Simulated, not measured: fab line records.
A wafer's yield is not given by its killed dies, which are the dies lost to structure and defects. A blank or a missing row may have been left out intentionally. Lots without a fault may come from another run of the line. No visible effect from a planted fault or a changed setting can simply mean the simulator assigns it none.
Problem report in the 8D (eight disciplines) form, filled by code -- flow n5_finfet -- the parts of the form that need people (team, actions taken, sign-off) are left out
Where a reading is given only as a bound, like >300, the bound stands for it, and a mean or a difference that rests on one is marked > or <: the true number lies beyond.

1. PROBLEM STATEMENT
Mean of raw_defect_count at N5_BEOL_M0_SAQP_INSPECT_42: 1048 across 9 wafers in 3 lots; on wafers with no fault it is 324 (standard deviation 98). That puts it +7.4 standard deviations away from the usual mean.
The step: inspects for defects (brightfield).
First seen on wafer L538.2, day 7 02:43, on defect_inspect-01. At this step, 24 wafers from 8 lots have a number in the record. By rule, "out" or "out of limits" means more than 4 standard deviations away from the usual mean. The other wafers with a number count as sound.

2. WHAT IT IS, WHAT IT ISN'T
question,is,is not
which readings at this step,raw_defect_count,-
which lots,"L538, L540, L541","L537, L551, L553, L554, L555"
which wafers of those lots,all that have a number,-
read on which gauges,"defect_inspect-01, defect_inspect-02",-
when,from day 7 02:43,"up to then (3 sound wafers); but 12 sound wafers of L551, L553, L554, L555 came after"

3. WHAT RULES OUT EACH SUSPECT
Counting: a tool at a process step up to the reading stays a suspect if it ran every lot that is out and no sound lot after the first of them.
- ruled out: the gauge at N5_BEOL_M0_SAQP_INSPECT_42. Those wafers that are out were read across 2 gauges (defect_inspect-01, defect_inspect-02).
- rie_diel-06 at N5_BEOL_M0_SAQP_SPACER1_ETCHBACK_99 (etches SiO2 in CHF3/O2, target depth 15.4 nm, time 7.7 s): ruled out as a lasting fault. Following L538 (day 6 23:39), the first lot on it that is out, the sound lots L551, L553, L554, L555 were run on it.
Left after counting: nothing in the record.

4. THE CAUSE (what the simulator had put in)
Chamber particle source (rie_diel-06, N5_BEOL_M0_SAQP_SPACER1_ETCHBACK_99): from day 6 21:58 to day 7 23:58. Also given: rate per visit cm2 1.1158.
Counting ruled it out, wrongly: the rule takes a fault to strike every lot that its tool runs from its start on, and this one did not.

5. THE CHAIN OF EFFECTS, in route order
Each row: a reading where the mean over the struck wafers with a number is more than 3 standard deviations away from the usual. Only readings for which the record gives a usual standard deviation are gone through. hours: the time from each lot's start at the first step in this table that gives one to its start at this step, as a median over the lots. sigmas: the change in usual standard deviations.
hours,step,reading,usual,on struck wafers,change,sigmas
0,N5_BEOL_M0_SAQP_INSPECT_42,raw_defect_count,324,1048,+724,+7.4
2,N5_BEOL_M0_CUTY_INSPECT_59,raw_defect_count,2.0,>300,>+298,+99 or more
158,N5_PASSIVATION_PROBE_49,defect_limited_yield,91.0 %,81.5,-9.5,-6.8
158,N5_PASSIVATION_PROBE_49,killed_at_M0_to_M3,36,157,+121,+11
158,N5_PASSIVATION_PROBE_49,killed_dies,106,219,+113,+6.6
158,N5_PASSIVATION_PROBE_49,sort_bin_5_function,5.2 %,11.7,+6.5,+6.5
158,N5_PASSIVATION_PROBE_49,sort_n_pass,1074,961,-113,-6.3
158,N5_PASSIVATION_PROBE_49,sort_yield_pct,91.0 %,81.5,-9.5,-6.0
It contains these process steps:
- N5_PASSIVATION_PROBE_49
Later steps that measure or inspect, where all struck wafers having a row at the step show a number for every such reading and not one has moved that far: N5_BEOL_M4_RC_MEAS_101.

6. HOW IT WOULD HAVE BEEN CAUGHT EARLIER
Counted from the fault's start at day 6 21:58, it took 5 hours until the first out-of-limits reading at a measuring or inspecting step in this record, taken at day 7 02:43.
No tool reading at N5_BEOL_M0_SAQP_SPACER1_ETCHBACK_99 that has a usual standard deviation in the record was out on any struck wafer, so an alarm limit of 4 standard deviations on those readings would not have fired.
